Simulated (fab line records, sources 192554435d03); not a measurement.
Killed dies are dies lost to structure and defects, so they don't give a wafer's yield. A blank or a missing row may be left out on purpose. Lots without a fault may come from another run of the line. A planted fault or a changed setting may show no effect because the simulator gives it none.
fab line records | flow n5_finfet
record lots=24 wafers=72 last_day=19
route steps=1938 shown BEOL_M9@1455 BEOL_M10@1471 BEOL_M11@1549
lots that met no fault: from a run of the same line without faults
start_h: hours from the record's first day to the start of the lot's first wafer shown | wait_h: hours since the lot's step before | " the same as in the row above | L1.1+2: a row that stands for several wafers | - no value, or no start given | * or withheld: withheld | < > ~ a bound
route shown NAME@n: a module of which the file shows steps, and the number in the route of the first | usual: mean/standard deviation of fault-free wafers | same: alike in all rows | chamber/n: place in a boat | sites: the reading at each site | _std_site: their standard deviation | _edge_site: outer sites' mean less inner sites' | radius_mm: how far each site lies from the wafer's centre | mask NAME#n: copy n | behind: the tool/chamber that last shaped the wafer | hold: why the lot was held/for how many hours/how that ended | device: the transistor (n, p or np) that didn't switch | end of line: the same wafers' tests at the end of the route | a step without rows: its recipe alone | killed: dies lost to structure and defects at the first sort, not the wafer's yield | map: a wafer's dies, x killed, . not, _ none there
set.NAME: the setting as run; set.NAME@STEP: as run at that earlier step | model.NAME: the simulator's own value behind a step, which no gauge read
steps of the route over a sample of lots; a table a step, a row a wafer
services: from which hour (start_h, from the record's first day; less than 0 if before it) a tool's chamber was out of use, for how many hours, and why
## steps
# step N5_BEOL_M9_CURE_72
# recipe temp_c=370 time_s=120 ambient=DMADMS/He material=SiCOH_lowk
# usual lamp_power_pct=52.30/0.06 wafer_temp_C_max=371.9/0.55
# columns lot.wafer tool chamber start_h wait_h lamp_power_pct wafer_temp_C_max
L075.2 uv_cure-03 0 225.82 0.1 52.28 371.1
L075.3 " 0 " " 52.25 371.0
L075.5 " 0 " " 52.30 370.8
L074.2 uv_cure-02 0 238.74 0.1 52.30 372.5
L074.3 " 0 " " 52.27 372.2
L074.6 " 0 " " 52.34 372.3
L077.3 uv_cure-01 2 250.68 0.1 52.31 373.0
L077.5 " 2 " " 52.38 371.6
L077.6 " 2 " " 52.38 371.8
L076.1 uv_cure-01 2 252.85 0.0 52.29 372.6
L076.4 " 2 " " 52.25 373.5
L076.5 " 2 " " 52.32 372.5
L078.1 uv_cure-03 2 265.82 0.0 52.26 372.4
L078.2 " 2 " " 52.25 371.3
L078.3 " 2 " " 52.38 371.5
L079.2 uv_cure-01 0 275.40 0.1 52.26 371.9
L079.4 " 0 " " 52.24 372.1
L079.6 " 0 " " 52.26 371.9
L082.4 uv_cure-03 2 278.26 0.4 52.39 372.0
L082.5 " 2 " " 52.23 371.3
L082.6 " 2 " " 52.25 371.9
L081.2 uv_cure-01 2 284.52 0.1 52.24 372.7
L081.3 " 2 " " 52.30 371.8
L081.5 " 2 " " 52.39 372.0
L080.1 uv_cure-02 1 292.94 0.0 52.30 372.0
L080.2 " 1 " " 52.26 371.5
L080.6 " 1 " " 52.33 372.1
L083.2 uv_cure-02 1 294.00 0.1 52.28 372.6
L083.3 " 1 " " 52.34 372.4
L083.5 " 1 " " 52.30 372.7
L084.1 uv_cure-01 2 294.21 0.0 52.31 372.8
L084.4 " 2 " " 52.35 373.4
L084.6 " 2 " " 52.23 373.3
L085.2 uv_cure-01 0 297.16 0.1 52.34 372.0
L085.3 " 0 " " 52.32 371.7
L085.6 " 0 " " 52.15 371.6
L086.2 uv_cure-02 0 301.56 0.1 52.20 371.2
L086.3 " 0 " " 52.22 371.5
L086.4 " 0 " " 52.28 371.3
L088.2 uv_cure-01 2 322.81 0.1 52.38 372.1
L088.5 " 2 " " 52.36 373.1
L088.6 " 2 " " 52.34 371.7
L087.1 uv_cure-01 1 330.31 0.0 52.24 371.8
L087.2 " 1 " " 52.27 371.9
L087.6 " 1 " " 52.26 372.3
L091.3 uv_cure-02 0 332.23 0.1 52.31 371.5
L091.4 " 0 " " 52.36 371.8
L091.6 " 0 " " 52.28 371.8
L089.2 uv_cure-03 0 345.48 0.1 52.39 371.3
L089.4 " 0 " " 52.34 371.6
L089.5 " 0 " " 52.30 371.4
L090.2 uv_cure-01 2 358.51 0.1 52.41 371.5
L090.3 " 2 " " 52.27 372.1
L090.4 " 2 " " 52.31 372.2
L093.1 uv_cure-03 0 365.86 0.0 52.27 371.8
L093.2 " 0 " " 52.36 372.0
L093.4 " 0 " " 52.23 372.1
L092.4 uv_cure-03 0 367.12 0.2 52.29 371.3
L092.5 " 0 " " 52.34 371.2
L092.6 " 0 " " 52.30 371.4
L094.1 uv_cure-03 2 385.22 0.0 52.19 372.4
L094.2 " 2 " " 52.35 371.7
L094.3 " 2 " " 52.34 371.6
L096.3 uv_cure-03 2 387.47 0.1 52.33 371.1
L096.5 " 2 " " 52.35 371.2
L096.6 " 2 " " 52.29 371.6
L097.1 uv_cure-03 2 390.01 0.0 52.31 371.4
L097.5 " 2 " " 52.25 371.3
L097.6 " 2 " " 52.28 371.7
L095.1 uv_cure-02 0 390.46 0.0 52.26 372.1
L095.4 " 0 " " 52.29 372.1
L095.5 " 0 " " 52.27 371.9
# step N5_BEOL_M10_CURE_71
# recipe temp_c=385 time_s=240 ambient=He/Ar material=SiCOH_lowk
# usual lamp_power_pct=52.31/0.051 wafer_temp_C_max=387.0/0.52
# columns lot.wafer tool chamber start_h wait_h lamp_power_pct wafer_temp_C_max
L075.2 uv_cure-02 1 230.87 0.2 52.34 386.7
L075.3 " 1 " " 52.31 387.2
L075.5 " 1 " " 52.25 386.6
L074.2 uv_cure-01 2 246.87 0.1 52.31 387.3
L074.3 " 2 " " 52.28 386.3
L074.6 " 2 " " 52.27 387.3
L077.3 uv_cure-02 0 254.68 0.3 52.37 386.5
L077.5 " 0 " " 52.27 386.6
L077.6 " 0 " " 52.37 387.4
L076.1 uv_cure-01 0 256.86 0.0 52.25 387.2
L076.4 " 0 " " 52.28 387.1
L076.5 " 0 " " 52.30 386.6
L078.1 uv_cure-01 0 268.92 0.0 52.25 386.6
L078.2 " 0 " " 52.26 387.5
L078.3 " 0 " " 52.35 386.8
L079.2 uv_cure-01 0 277.64 0.1 52.26 387.1
L079.4 " 0 " " 52.28 387.7
L079.6 " 0 " " 52.39 386.9
L082.4 uv_cure-03 1 282.24 0.3 52.25 386.2
L082.5 " 1 " " 52.35 387.0
L082.6 " 1 " " 52.36 387.2
L081.2 uv_cure-03 1 287.08 0.1 52.26 387.2
L081.3 " 1 " " 52.26 387.0
L081.5 " 1 " " 52.27 386.8
L080.1 uv_cure-02 2 295.77 0.0 52.30 386.3
L080.2 " 2 " " 52.26 387.0
L080.6 " 2 " " 52.33 386.4
L083.2 uv_cure-03 1 296.45 0.1 52.24 386.7
L083.3 " 1 " " 52.29 387.6
L083.5 " 1 " " 52.24 387.0
L084.1 uv_cure-03 1 297.56 0.0 52.32 387.1
L084.4 " 1 " " 52.35 386.9
L084.6 " 1 " " 52.35 387.4
L085.2 uv_cure-03 2 300.04 0.1 52.28 386.3
L085.3 " 2 " " 52.26 386.1
L085.6 " 2 " " 52.31 386.9
L086.2 uv_cure-01 2 303.98 0.1 52.27 387.8
L086.3 " 2 " " 52.31 387.7
L086.4 " 2 " " 52.15 387.2
L088.2 uv_cure-01 2 325.49 0.1 52.31 386.7
L088.5 " 2 " " 52.33 387.5
L088.6 " 2 " " 52.36 387.9
L087.1 uv_cure-03 1 332.48 0.0 52.28 386.8
L087.2 " 1 " " 52.39 387.3
L087.6 " 1 " " 52.29 387.0
L091.3 uv_cure-02 1 335.34 0.2 52.29 386.9
L091.4 " 1 " " 52.30 387.2
L091.6 " 1 " " 52.27 386.8
L089.2 uv_cure-02 2 347.94 0.1 52.22 386.5
L089.4 " 2 " " 52.35 386.3
L089.5 " 2 " " 52.32 386.0
L090.2 uv_cure-03 1 362.62 0.1 52.26 387.4
L090.3 " 1 " " 52.31 387.1
L090.4 " 1 " " 52.30 387.9
L093.1 uv_cure-03 0 368.90 0.1 52.36 387.0
L093.2 " 0 " " 52.36 386.8
L093.4 " 0 " " 52.35 386.6
L092.4 uv_cure-01 0 373.17 0.5 52.30 386.9
L092.5 " 0 " " 52.33 387.0
L092.6 " 0 " " 52.36 386.7
L094.1 uv_cure-03 2 389.02 0.0 52.30 386.8
L094.2 " 2 " " 52.31 386.7
L094.3 " 2 " " 52.32 386.2
L096.3 uv_cure-03 0 391.62 0.2 52.27 387.4
L096.5 " 0 " " 52.24 386.1
L096.6 " 0 " " 52.26 386.0
L097.1 uv_cure-02 1 392.68 0.0 52.30 387.6
L097.5 " 1 " " 52.36 387.6
L097.6 " 1 " " 52.27 387.5
L095.1 uv_cure-03 2 393.38 0.3 52.22 386.2
L095.4 " 2 " " 52.38 386.3
L095.5 " 2 " " 52.28 386.2
# step N5_BEOL_M10_DESCUM_33
# recipe chemistry=O2 time_s=7.9 source_power_w=50 bias_power_w=20 pressure_mtorr=20 rf_frequency_hz=2.712e+07 temp_c=40 resist=CAR-ArF o2_flow_sccm=225
# usual drypump_motor_current_A=5.72/0.25 oes_product_au=0.83/0.058 rf_vpp_V=243.6/1.4 showerhead_plenum_p_Torr=2.12/0.069 throttle_valve_pct=20.26/0.25
# columns lot.wafer tool chamber start_h wait_h drypump_motor_current_A oes_product_au rf_hours_counter_h rf_vpp_V showerhead_plenum_p_Torr throttle_valve_pct
L075.2 rie_diel-06 1 235.86 0.0 5.59 0.81 95 242.5 2.03 20.24
L075.3 " 3 " " 5.26 0.95 10 243.5 2.13 19.77
L075.5 " 1 " " 5.60 0.81 - 242.3 2.03 20.26
L074.2 rie_diel-04 3 249.34 0.0 6.02 0.86 68 243.4 2.22 20.47
L074.3 " 2 " " 5.45 0.67 242 242.0 1.97 20.96
L074.6 " 3 " " 6.01 0.85 - 245.6 2.22 20.46
L076.1 rie_diel-06 1 264.81 0.0 5.60 0.80 104 242.1 2.03 20.26
L076.4 " 3 " " 5.27 0.93 20 244.3 2.12 19.77
L076.5 " 0 " " 5.59 0.83 - 244.7 2.20 20.45
L077.3 rie_diel-05 0 265.27 0.2 5.57 0.76 146 243.9 2.11 20.29
L077.5 " 2 " " 6.16 0.81 - 243.5 2.09 20.50
L077.6 " 1 " " 5.80 0.86 - 242.8 2.12 19.83
L078.1 rie_diel-06 3 274.70 0.0 5.27 0.92 24 242.5 2.12 19.77
L078.2 " 2 " " 5.78 0.82 70 245.7 2.20 20.03
L078.3 " 1 " " 5.60 0.81 108 242.9 2.03 20.27
L079.2 rie_diel-05 2 284.21 0.0 6.15 0.80 108 243.8 2.09 20.53
L079.4 " 1 " " 5.80 0.84 51 245.2 2.11 19.85
L079.6 " 3 " " 5.91 0.90 - 240.3 2.04 20.27
L082.4 rie_diel-06 2 286.55 0.0 5.74 0.82 74 246.8 2.20 20.04
L082.5 " 2 " " 5.75 0.83 - 245.6 2.20 20.04
L082.6 " 1 " " 5.61 0.79 - 241.6 2.03 20.28
L081.2 rie_diel-04 0 291.09 0.0 5.44 0.92 15 242.5 2.06 20.07
L081.3 " 1 " " 6.05 0.88 48 243.9 2.12 20.26
L081.5 " 0 " " 5.47 0.91 - 242.8 2.06 20.07
L080.1 rie_diel-06 0 299.96 1.1 5.58 0.81 90 245.0 2.20 20.47
L080.2 " 2 " " 5.77 0.82 81 242.9 2.20 20.06
L080.6 " 2 " " 5.74 0.82 - 243.0 2.20 20.06
L083.2 rie_diel-05 3 301.41 1.5 5.90 0.89 29 241.1 2.04 20.30
L083.3 " 1 " " 5.81 0.84 59 242.7 2.11 19.85
L083.5 " 3 " " 5.88 0.87 - 242.6 2.04 20.27
L084.1 rie_diel-06 2 301.81 1.3 5.73 0.81 82 244.2 2.20 20.04
L084.4 " 3 " " 5.27 0.91 33 244.1 2.12 19.79
L084.6 " 0 " " 5.60 0.81 - 244.9 2.19 20.46
L085.2 rie_diel-06 3 305.10 0.9 5.26 0.90 35 241.9 2.12 19.79
L085.3 " 0 " " 5.58 0.80 92 245.8 2.19 20.46
L085.6 " 0 " " 5.57 0.80 - 244.6 2.19 20.48
L086.2 rie_diel-06 0 310.02 0.4 5.60 0.80 95 245.1 2.19 20.47
L086.3 " 2 " " 5.75 0.81 87 245.8 2.20 20.06
L086.4 " 3 " " 5.27 0.90 38 243.1 2.12 19.79
L088.2 rie_diel-04 0 330.14 0.5 5.45 0.90 21 242.0 2.06 20.07
L088.5 " 2 " " 5.46 0.97 - 245.1 2.23 20.49
L088.6 " 3 " " 6.05 0.81 - 245.0 2.21 20.51
L087.1 rie_diel-06 1 335.99 0.0 5.62 0.77 134 242.1 2.02 20.31
L087.2 " 2 " " 5.76 0.80 97 245.7 2.19 20.07
L087.6 " 1 " " 5.64 0.77 - 242.2 2.02 20.30
L091.3 rie_diel-06 1 339.04 0.0 5.61 0.76 136 242.3 2.02 20.31
L091.4 " 0 " " 5.62 0.79 106 246.3 2.19 20.47
L091.6 " 3 " " 5.27 0.88 - 245.0 2.11 19.82
L089.2 rie_diel-05 0 355.81 0.0 5.58 0.73 173 243.3 2.10 20.33
L089.4 " 2 " " 6.13 0.77 140 244.3 2.08 20.57
L089.5 " 2 " " 6.15 0.77 - 241.6 2.07 20.57
L090.2 rie_diel-05 3 366.99 0.3 5.85 0.84 56 241.0 2.03 20.33
L090.3 " 0 " " 5.62 0.73 177 241.9 2.10 20.34
L090.4 " 2 " " 6.16 0.77 143 243.4 2.07 20.58
L093.1 rie_diel-04 0 372.22 0.0 5.39 0.87 35 242.5 2.05 20.11
L093.2 " 1 " " 6.07 0.86 62 243.7 2.11 20.28
L093.4 " 2 " " 5.48 0.94 19 246.5 2.23 20.48
L092.4 rie_diel-04 1 375.95 0.1 6.02 0.85 64 242.6 2.11 20.28
L092.5 " 2 " " 5.46 0.92 - 245.3 2.22 20.51
L092.6 " 1 " " 6.03 0.86 - 244.4 2.11 20.29
L094.1 rie_diel-05 0 396.86 0.2 5.59 0.72 187 243.8 2.10 20.35
L094.2 " 3 " " 5.85 0.82 65 241.5 2.03 20.34
L094.3 " 2 " " 6.14 0.76 153 243.3 2.07 20.57
L096.3 rie_diel-04 2 399.13 0.0 5.44 0.91 29 245.2 2.22 20.53
L096.5 " 1 " " 6.04 0.84 - 242.6 2.11 20.31
L096.6 " 2 " " 5.46 0.91 - 245.2 2.22 20.50
L097.1 rie_diel-05 0 399.17 0.0 5.58 0.72 188 244.1 2.10 20.35
L097.5 " 2 " " 6.15 0.75 - 242.2 2.07 20.58
L097.6 " 1 " " 5.81 0.80 - 243.1 2.10 19.94
L095.1 rie_diel-05 1 400.11 0.2 5.82 0.80 99 243.7 2.10 19.91
L095.4 " 2 " " 6.17 0.75 154 241.8 2.07 20.61
L095.5 " 1 " " 5.81 0.81 - 244.0 2.10 19.93
# step N5_BEOL_M10_DEGAS_44
# recipe ambient=vacuum temp_c=250 time_s=60
# usual heater_power_w=335/47 susceptor_temp_C=249.98/0.17
# columns lot.wafer tool chamber start_h wait_h heater_power_w susceptor_temp_C
L075.2 pvd_sputter-03 - 237.24 0.6 387 249.69
L075.3 " - " " 297 249.74
L075.5 " - " " 380 249.71
L074.2 pvd_sputter-02 - 250.36 0.2 416 250.02
L074.3 " - " " 360 249.83
L074.6 " - " " 376 250.05
L076.1 pvd_sputter-01 - 266.17 0.6 350 250.03
L076.4 " - " " 230 249.76
L076.5 " - " " 354 249.91
L077.3 pvd_sputter-02 - 266.43 0.3 414 249.92
L077.5 " - " " 331 250.13
L077.6 " - " " 366 249.94
L078.1 pvd_sputter-02 - 275.83 0.4 324 250.22
L078.2 " - " " 372 249.87
L078.3 " - " " 415 250.07
L079.2 pvd_sputter-02 - 285.39 0.4 342 249.86
L079.4 " - " " 357 249.71
L079.6 " - " " 338 249.87
L082.4 pvd_sputter-03 - 288.57 1.1 334 249.99
L082.5 " - " " 341 249.78
L082.6 " - " " 298 250.09
L081.2 pvd_sputter-02 - 292.67 0.8 341 249.85
L081.3 " - " " 363 249.95
L081.5 " - " " 368 250.13
L080.1 pvd_sputter-02 - 301.12 0.4 417 249.99
L080.2 " - " " 344 250.04
L080.6 " - " " 337 250.08
L083.2 pvd_sputter-01 - 302.42 0.2 336 250.02
L083.3 " - " " 221 250.11
L083.5 " - " " 360 250.13
L084.1 pvd_sputter-02 - 303.05 0.5 363 250.06
L084.4 " - " " 339 250.23
L084.6 " - " " 408 250.18
L085.2 pvd_sputter-01 - 306.80 0.9 342 249.81
L085.3 " - " " 219 249.98
L085.6 " - " " 354 250.01
L086.2 pvd_sputter-01 - 311.11 0.3 228 249.93
L086.3 " - " " 342 249.95
L086.4 " - " " 354 249.98
L088.2 pvd_sputter-01 - 331.21 0.2 340 250.26
L088.5 " - " " 220 249.83
L088.6 " - " " 340 250.03
L087.1 pvd_sputter-01 - 337.16 0.4 226 250.14
L087.2 " - " " 356 249.99
L087.6 " - " " 357 249.96
L091.3 pvd_sputter-03 - 340.05 0.2 300 250.01
L091.4 " - " " 335 249.66
L091.6 " - " " 338 250.03
L089.2 pvd_sputter-01 - 357.54 0.9 361 249.88
L089.4 " - " " 221 249.90
L089.5 " - " " 340 250.07
L090.2 pvd_sputter-03 - 369.53 1.8 298 250.09
L090.3 " - " " 329 250.29
L090.4 " - " " 375 249.98
L093.1 pvd_sputter-01 - 373.49 0.4 348 249.54
L093.2 " - " " 365 250.10
L093.4 " - " " 337 250.04
L092.4 pvd_sputter-01 - 378.35 1.3 217 250.05
L092.5 " - " " 359 249.66
L092.6 " - " " 331 250.36
L094.1 pvd_sputter-02 - 398.61 0.8 333 249.91
L094.2 " - " " 414 250.27
L094.3 " - " " 371 249.71
L096.3 pvd_sputter-01 - 400.48 0.5 347 249.98
L096.5 " - " " 356 250.19
L096.6 " - " " 354 249.91
L097.1 pvd_sputter-03 - 400.55 0.6 336 249.88
L097.5 " - " " 293 249.89
L097.6 " - " " 334 249.90
L095.1 pvd_sputter-03 - 401.33 0.3 301 249.77
L095.4 " - " " 386 249.86
L095.5 " - " " 334 250.46
# step N5_BEOL_M10_PRE_CLEAN_45
# recipe gas=H2/He time_s=30 temp_c=250
# usual heater_power_w=335/47 susceptor_temp_C=249.98/0.17
# columns lot.wafer tool chamber start_h wait_h heater_power_w susceptor_temp_C
L075.2 pvd_sputter-03 - 237.28 0.0 376 249.69
L075.3 " - " " 294 250.06
L075.5 " - " " 375 249.74
L074.2 pvd_sputter-02 - 250.40 0.0 410 249.85
L074.3 " - " " 372 249.92
L074.6 " - " " 367 249.88
L076.1 pvd_sputter-01 - 266.21 0.0 355 249.87
L076.4 " - " " 224 249.85
L076.5 " - " " 348 249.81
L077.3 pvd_sputter-02 - 266.47 0.0 416 250.09
L077.5 " - " " 327 249.79
L077.6 " - " " 367 249.93
L078.1 pvd_sputter-02 - 275.87 0.0 330 249.91
L078.2 " - " " 362 250.01
L078.3 " - " " 407 249.85
L079.2 pvd_sputter-02 - 285.43 0.0 348 249.74
L079.4 " - " " 369 250.16
L079.6 " - " " 349 249.62
L082.4 pvd_sputter-03 - 288.61 0.0 348 250.13
L082.5 " - " " 334 250.12
L082.6 " - " " 303 249.88
L081.2 pvd_sputter-02 - 292.71 0.0 331 250.20
L081.3 " - " " 360 249.68
L081.5 " - " " 354 249.82
L080.1 pvd_sputter-02 - 301.16 0.0 416 250.15
L080.2 " - " " 343 250.16
L080.6 " - " " 340 249.92
L083.2 pvd_sputter-01 - 302.46 0.0 340 249.74
L083.3 " - " " 226 249.97
L083.5 " - " " 352 249.93
L084.1 pvd_sputter-02 - 303.09 0.0 369 249.92
L084.4 " - " " 341 249.80
L084.6 " - " " 416 249.68
L085.2 pvd_sputter-01 - 306.84 0.0 324 249.89
L085.3 " - " " 224 249.72
L085.6 " - " " 353 249.88
L086.2 pvd_sputter-01 - 311.15 0.0 232 249.87
L086.3 " - " " 338 250.05
L086.4 " - " " 358 250.00
L088.2 pvd_sputter-01 - 331.25 0.0 334 249.99
L088.5 " - " " 227 249.93
L088.6 " - " " 347 250.23
L087.1 pvd_sputter-01 - 337.20 0.0 223 249.94
L087.2 " - " " 357 250.04
L087.6 " - " " 356 250.12
L091.3 pvd_sputter-03 - 340.09 0.0 306 249.83
L091.4 " - " " 338 249.90
L091.6 " - " " 343 249.82
L089.2 pvd_sputter-01 - 357.58 0.0 358 249.80
L089.4 " - " " 223 250.09
L089.5 " - " " 361 250.04
L090.2 pvd_sputter-03 - 369.57 0.0 295 250.30
L090.3 " - " " 328 250.18
L090.4 " - " " 380 250.08
L093.1 pvd_sputter-01 - 373.53 0.0 351 249.90
L093.2 " - " " 356 249.90
L093.4 " - " " 334 250.04
L092.4 pvd_sputter-01 - 378.39 0.0 226 249.84
L092.5 " - " " 356 250.04
L092.6 " - " " 342 249.98
L094.1 pvd_sputter-02 - 398.65 0.0 342 249.81
L094.2 " - " " 424 249.85
L094.3 " - " " 369 249.87
L096.3 pvd_sputter-01 - 400.52 0.0 342 250.04
L096.5 " - " " 342 250.23
L096.6 " - " " 362 250.04
L097.1 pvd_sputter-03 - 400.59 0.0 341 250.26
L097.5 " - " " 289 250.08
L097.6 " - " " 324 250.04
L095.1 pvd_sputter-03 - 401.37 0.0 296 250.08
L095.4 " - " " 383 250.32
L095.5 " - " " 341 250.15
# step N5_BEOL_M11_CD_MEAS_11
# recipe target_cd_nm=64.1 landing_energy_ev=500 detector=se_inlens polarity=opening
# usual cd_nm=64.2/0.57
# columns lot.wafer tool chamber start_h wait_h cd_nm
L075.2 cd_sem-02 0 245.33 - 64.8
L075.3 " 0 " " 65.6
L075.5 " 0 " " 65.4
L074.2 cd_sem-03 0 255.80 - 63.2
L074.3 " 0 " " 65.1
L074.6 " 0 " " 64.5
L076.1 cd_sem-03 0 271.16 - 65.0
L076.4 " 0 " " 63.8
L076.5 " 0 " " 63.9
L077.3 cd_sem-03 0 271.46 - 63.8
L077.5 " 0 " " 63.7
L077.6 " 0 " " 64.1
L078.1 cd_sem-03 0 280.71 - 64.1
L078.2 " 0 " " 63.5
L078.3 " 0 " " 64.3
L079.2 cd_sem-01 0 289.13 - 64.2
L079.4 " 0 " " 64.9
L079.6 " 0 " " 64.6
L082.4 cd_sem-01 0 292.39 - 64.1
L082.5 " 0 " " 63.8
L082.6 " 0 " " 64.5
L081.2 cd_sem-02 0 296.47 - 63.9
L081.3 " 0 " " 64.2
L081.5 " 0 " " 64.1
L080.1 cd_sem-01 0 304.04 - 64.3
L080.2 " 0 " " 64.0
L080.6 " 0 " " 63.9
L083.2 cd_sem-01 0 306.26 - 64.8
L083.3 " 0 " " 65.4
L083.5 " 0 " " 65.3
L084.1 cd_sem-01 0 307.12 - 64.4
L084.4 " 0 " " 65.6
L084.6 " 0 " " 65.1
L085.2 cd_sem-02 0 310.77 - 63.9
L085.3 " 0 " " 63.4
L085.6 " 0 " " 64.0
L086.2 cd_sem-02 0 314.33 - 63.4
L086.3 " 0 " " 63.4
L086.4 " 0 " " 63.6
L088.2 cd_sem-01 0 334.66 - 64.3
L088.5 " 0 " " 64.1
L088.6 " 0 " " 64.8
L087.1 cd_sem-01 0 342.88 - 64.8
L087.2 " 0 " " 64.1
L087.6 " 0 " " 63.8
L091.3 cd_sem-01 0 343.44 - 63.4
L091.4 " 0 " " 64.4
L091.6 " 0 " " 63.6
L089.2 cd_sem-02 0 363.02 - 65.0
L089.4 " 0 " " 64.7
L089.5 " 0 " " 65.1
L090.2 cd_sem-01 0 373.40 - 64.5
L090.3 " 0 " " 64.1
L090.4 " 0 " " 64.5
L093.1 cd_sem-01 0 376.66 - 63.9
L093.2 " 0 " " 63.9
L093.4 " 0 " " 64.3
L092.4 cd_sem-01 0 382.21 - 63.6
L092.5 " 0 " " 64.7
L092.6 " 0 " " 64.6
L094.1 cd_sem-01 0 406.60 - 64.2
L094.2 " 0 " " 63.8
L094.3 " 0 " " 63.8
L096.3 cd_sem-03 0 406.77 - 63.3
L096.5 " 0 " " 63.3
L096.6 " 0 " " 64.3
L097.1 cd_sem-02 0 406.80 - 63.4
L097.5 " 0 " " 64.8
L097.6 " 0 " " 64.6
L095.1 cd_sem-03 0 406.88 - 64.1
L095.4 " 0 " " 64.9
L095.5 " 0 " " 64.6
## services
# columns tool chamber start_h hours kind
uv_cure-03 - 224.02 0.2 repair
uv_cure-01 - 224.39 3.7 repair
rie_diel-05 - 238.15 0.8 repair
rie_diel-04 0 238.47 - clean
rie_diel-04 0 238.47 - consumable_replace:focus_ring
rie_diel-04 0 238.47 12.6 scheduled_down
rie_diel-04 0 238.47 12.6 vent_cycle
uv_cure-03 - 254.35 7.5 pm
pvd_sputter-03 - 256.81 10.5 repair
uv_cure-02 - 274.02 7.5 pm
rie_diel-04 - 292.12 28.1 pm
uv_cure-01 - 298.48 0.3 repair
rie_diel-04 1 326.00 10.0 repair
rie_diel-05 0 329.85 3.2 repair
rie_diel-05 - 339.29 2.8 pm
rie_diel-04 - 341.02 0.3 repair
rie_diel-05 1 355.98 1.7 repair
uv_cure-01 - 384.23 2.1 pm
uv_cure-02 - 387.73 0.5 repair
uv_cure-02 - 388.71 0.6 repair
rie_diel-04 - 391.12 0.2 repair
rie_diel-06 0 393.32 5.4 repair
uv_cure-02 - 393.65 2.1 pm
pvd_sputter-02 - 394.73 1.5 repair
## key
fault none
